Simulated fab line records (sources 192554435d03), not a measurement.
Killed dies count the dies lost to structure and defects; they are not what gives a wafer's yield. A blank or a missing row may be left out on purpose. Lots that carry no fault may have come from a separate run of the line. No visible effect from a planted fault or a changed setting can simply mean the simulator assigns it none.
Lot-split experiment -- flow n5-finfet -- on a route of 1938 steps: 7 lots, 21 wafers read

## THE SPLIT
At N5_ZERO_LAYER_ETCH_18 (etches Si in HBr/Cl2, target depth 120 nm, time 40 s), the setting icp-w was moved away from the recipe's 800 W on 7 of the 21 wafers read, by -16.9% to +17.0%. All remaining wafers had this setting at the recipe value.

The reading is taken at the split's own step.

## THE READING
etch.depth-nm (the simulator's own value, which no gauge read), in nm, at N5_ZERO_LAYER_ETCH_18 (etches Si in HBr/Cl2, target depth 120 nm, time 40 s). No usual value for it is given in the file. Average 118.4 nm, standard deviation 1.6 nm, over the 14 wafers here run with the recipe.

wafer,"tool, chamber at the split","icp-w as run, W",against the recipe,"etch.depth-nm, nm",against lot-mates on the recipe
L075.1,"rie-si-06, 0",680.9,-14.9%,109.8,-8.5
L075.2,"rie-si-06, 1",800,recipe,120.1,-
L075.6,"rie-si-06, 2",800,recipe,116.6,-
L076.2,"rie-si-01, 0",664.7,-16.9%,109.1,-12.0
L076.4,"rie-si-01, 3",800,recipe,121.1,-
L076.5,"rie-si-01, 2",664.7,-16.9%,108.2,-12.9
L079.1,"rie-si-01, 2",800,recipe,116.5,-
L079.3,"rie-si-01, 3",800,recipe,119.1,-
L079.6,"rie-si-01, 3",800,recipe,120.4,-
L081.2,"rie-si-04, 2",800,recipe,118.7,-
L081.3,"rie-si-04, 3",800,recipe,116.1,-
L081.5,"rie-si-04, 3",800,recipe,116.7,-
L088.3,"rie-si-06, 3",800,recipe,118.8,-
L088.5,"rie-si-06, 0",876.8,+9.6%,124.8,+5.8
L088.6,"rie-si-06, 3",800,recipe,119.2,-
L089.1,"rie-si-06, 0",709.1,-11.4%,113,-6.8
L089.4,"rie-si-06, 1",709.1,-11.4%,114.1,-5.7
L089.6,"rie-si-06, 0",800,recipe,119.8,-
L093.1,"rie-si-06, 0",800,recipe,117.8,-
L093.3,"rie-si-06, 3",936.1,+17.0%,126.6,+9.0
L093.4,"rie-si-06, 2",800,recipe,117.3,-

THE FIT
A straight line over all 21 wafers: etch.depth-nm changes by +0.539 nm for each +1% of icp-w; r = +0.95; the points scatter about the line by 1.5 nm.
The same after taking each lot's own level away (the mean of its wafers on the recipe; 21 wafers): +0.623 nm for each +1%; r = +0.97; scatter 1.3 nm.
Per that fit: largest icp-w move, reading shift of 11 nm.
Measured against the standard deviation above, the lots' own levels, which go from 117.17 to 121.10 nm, span 2.5 times it.
Thus the slope moves with the lot-to-lot level: the two fits are different.
Check: with one of the wafers moved furthest among these (+17.0%) left out of the fit, the line predicts +11.1 nm for it against its lot-mates. Against them it came out at +9.05 nm.

## THE WHOLE CHAIN: every reading that the file lists as answering this split, in the file's order
step,what it does,reading,change (the file's fit),r (the file's)
N5_ZERO_LAYER_ETCH_18,"etches Si in HBr/Cl2, target depth 120 nm, time 40 s","ZERO_LAYER.feature-depth-nm (the simulator's own value, which no gauge read)",+0.607 nm for each +1% of the setting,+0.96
N5_ZERO_LAYER_ETCH_18,"etches Si in HBr/Cl2, target depth 120 nm, time 40 s","etch.depth-nm (the simulator's own value, which no gauge read)",+0.607 nm for each +1% of the setting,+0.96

## THE FILE'S OWN FIT
etch.depth-nm changes by +0.607 nm for each +1% of icp-w, r = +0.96.
